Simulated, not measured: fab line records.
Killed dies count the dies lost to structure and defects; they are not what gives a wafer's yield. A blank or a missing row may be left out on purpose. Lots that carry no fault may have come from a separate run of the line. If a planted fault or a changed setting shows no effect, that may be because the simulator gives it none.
Chamber matching + flow n5Finfet + 4 sister chambers for N5_BEOL_M10_ETCH_62 on rieDiel-05
The step etches SOC in N2/H2, target depth 110 nm, overetch 22 nm, time 165 s. 4 wafers are shown with their chamber, then 7 later ones without.

== EACH WAFER AND ITS CHAMBER ==
| wafer  | chamber | oesProductAu (a.u.) |
|--------|---------|---------------------|
| L085.1 | 0       | 0.70                |
| L085.3 | 3       | 0.59                |
| L088.1 | 1       | 0.75                |
| L088.4 | 2       | 0.57                |

== WAFERS WHOSE CHAMBER IS MISSING ==
| wafer  | oesProductAu (a.u.) |
|--------|---------------------|
| L088.5 | 0.74                |
| L091.2 | 0.57                |
| L091.3 | 0.73                |
| L091.6 | 0.73                |
| L096.3 | 0.66                |
| L096.5 | 0.71                |
| L096.6 | 0.81                |

== CHAMBER TAKEN BY EACH ==
| wafer  | from the rows above               | in truth |
|--------|-----------------------------------|----------|
| L088.5 | can't be placed: 1 or 0           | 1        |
| L091.2 | can't be placed: 2 or 3           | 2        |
| L091.3 | can't be placed: 1 or 0           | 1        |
| L091.6 | can't be placed: 1 or 0           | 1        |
| L096.3 | can't be placed: 0 or 3 or 1 or 2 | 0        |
| L096.5 | can't be placed: 0 or 1           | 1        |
| L096.6 | can't be placed: 1 or 0           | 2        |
Correctly placed: 0 of 7. Unplaceable from these rows: 7, with the true chamber sitting among the candidates in 6. Number placed wrongly: 0.
How it was worked out, from the rows above alone: a wafer's distance from a chamber is the root of the sum, over the readings, of the square of ((its reading less the chamber's mean) divided by the reading's scatter). If the next closest chamber is less than 2 further off than the closest, the wafer can't be placed; otherwise it belongs to the closest. A chamber's mean is the mean of its shown wafers. The scatter: root of mean squared gap, hidden wafer to nearest shown wafer, with one shown wafer a chamber.
